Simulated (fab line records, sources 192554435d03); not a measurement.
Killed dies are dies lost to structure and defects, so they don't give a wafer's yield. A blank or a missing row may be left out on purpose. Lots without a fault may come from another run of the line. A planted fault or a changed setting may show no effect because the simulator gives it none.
Which tool did it? | flow n5_finfet | 9 lots, 25 wafers sampled, at 2 steps of a route of 1938

WHAT THE GAUGES READ, wafer by wafer
N5_BEOL_M4_RC_MEAS_101. Usual: DIBL_N 35.8 mV/V, standard deviation 2.2; DIBL_P 35.3 mV/V, standard deviation 2.7; IOFF_N 0.16 nA/um, standard deviation 0.043; IOFF_P 0.21 nA/um, standard deviation 0.043; ION_N 676 uA/um, standard deviation 15; ION_P 463 uA/um, standard deviation 9.1; SS_N 71.4 mV/dec, standard deviation 0.77; SS_P 73.0 mV/dec, standard deviation 0.79; VT_N 250 mV, standard deviation 4; VT_P -249.8 mV, standard deviation 2.8.
lot  | measured     | on        | DIBL_N (mV/V)  | DIBL_P (mV/V)  | IOFF_N (nA/um) | IOFF_P (nA/um) | ION_N (uA/um) | ION_P (uA/um) | SS_N (mV/dec)  | SS_P (mV/dec)  | VT_N (mV)   | VT_P (mV)            | flag
L670 | day 9 05:28  | prober-02 | 35.9 38.0      | 35.7 37.9      | 0.13 0.19      | 0.19 0.22      | 645 697       | 447 470       | 71.4 71.5      | 73.9 74.1      | 255 246     | -252.4 -249.1        |
L671 | day 10 00:14 | prober-02 | 37.4 38.7      | 36.2 38.2      | 0.17 0.19      | 0.24 0.28      | 681 695       | 474 475       | 71.5 72.6      | 73.3 73.8      | 251 247     | -248.1 -247.4        |
L675 | day 10 12:14 | prober-02 | 35.8 37.3 34.9 | 33.7 35.3 34.2 | 0.16 0.17 0.14 | 0.19 0.20 0.19 | 682 685 674   | 468 466 469   | 70.4 71.9 71.3 | 72.5 74.0 73.3 | 247 248 250 | -248.5 -251.6 -251.7 |
L676 | day 11 06:15 | prober-02 | 31.4 34.2 33.4 | 29.7 33.4 31.2 | 0.10 0.13 0.13 | 0.14 0.19 0.15 | 662 685 679   | 460 473 461   | 70.6 70.9 70.2 | 71.3 72.5 72.0 | 255 249 252 | -255.3 -249.2 -253.8 |
L678 | day 11 07:35 | prober-01 | 36.4 34.9 32.5 | 36.0 34.8 33.0 | 0.16 0.15 0.11 | 0.19 0.17 0.15 | 690 687 669   | 464 463 458   | 70.8 72.2 70.2 | 73.7 72.9 72.3 | 249 249 255 | -250.6 -252.7 -253.7 |
L685 | day 13 06:09 | prober-01 | 33.9 36.2 34.3 | 34.6 37.2 35.1 | 0.12 0.16 0.13 | 0.18 0.22 0.19 | 672 685 685   | 462 471 471   | 71.1 72.0 70.7 | 72.8 73.3 72.5 | 251 247 251 | -249.1 -249.4 -250.4 |
L687 | day 13 22:04 | prober-02 | 33.6 34.4 37.1 | 33.1 32.8 36.3 | 0.12 0.14 0.17 | 0.17 0.16 0.21 | 673 679 673   | 463 453 449   | 70.5 71.0 72.3 | 72.1 72.0 73.5 | 251 252 250 | -255.0 -253.8 -249.5 |
L686 | day 13 21:52 | prober-01 | 34.8 34.6 37.2 | 32.2 30.8 34.4 | 0.11 0.10 0.14 | 0.18 0.16 0.21 | 671 649 669   | 458 457 468   | 71.5 71.3 71.7 | 72.6 72.3 73.1 | 254 258 252 | -251.6 -251.8 -248.4 |
L688 | day 14 02:41 | prober-01 | 35.3 35.0 35.3 | 33.6 31.5 33.0 | 0.14 0.12 0.14 | 0.21 0.16 0.18 | 667 660 682   | 466 459 466   | 71.1 71.0 71.3 | 72.9 72.0 72.1 | 249 254 251 | -250.5 -252.2 -250.8 |

WHICH TOOL RAN EACH LOT (tool, then ch and the chambers of the sampled wafers, then the start)
lot  | N5_BEOL_M4_PRE_CLEAN_60
L670 | cvd_co-01 ch 2, day 9 05:12
L671 | cvd_co-01 ch 0,1, day 9 23:57
L675 | cvd_co-01 ch 1,2, day 10 11:48
L676 | cvd_co-02 ch 0,1,2, day 11 05:32
L678 | cvd_co-01 ch 1,2, day 11 07:19
L685 | cvd_co-01 ch 2, day 13 05:40
L687 | cvd_co-02 ch 0,1,2, day 13 21:20
L686 | cvd_co-02 ch 0,2, day 13 21:35
L688 | cvd_co-02 ch 1,2, day 14 02:05
- N5_BEOL_M4_PRE_CLEAN_60: time 15 s.

WHAT THE TOOLS THEMSELVES READ (means of the sampled wafers that have a number; where no wafer has one, the mark that the record gives instead)
N5_BEOL_M4_PRE_CLEAN_60. Usual: heater_power_w 88 W, standard deviation 7.7.
lot  | tool      | heater_power_w (W) | flag
L670 | cvd_co-01 | 78                 |
L671 | cvd_co-01 | 86                 |
L675 | cvd_co-01 | 80                 |
L676 | cvd_co-02 | 91                 |
L678 | cvd_co-01 | 80                 |
L685 | cvd_co-01 | 79                 |
L687 | cvd_co-02 | 91                 |
L686 | cvd_co-02 | 97                 |
L688 | cvd_co-02 | 93                 |

THE ANSWER, worked out from the rows above alone
Rule: a lot is off if the mean of its wafers that have a number lies more than 3 standard deviations from the usual mean. A lot without any number at a reading at which 4 lots or more have one is off too. The other lots that the step has rows for count as sound. The gauges are gone through in route order, then the tools' own readings, and for those a lot's mean is taken as printed above. The first step at which some lot is off is used, and at that step the reading that is off furthest; a lot without a number counts as furthest.
No lot is off at any reading shown: from this, nothing can be told.

WHAT THE SIMULATOR HAD PUT IN
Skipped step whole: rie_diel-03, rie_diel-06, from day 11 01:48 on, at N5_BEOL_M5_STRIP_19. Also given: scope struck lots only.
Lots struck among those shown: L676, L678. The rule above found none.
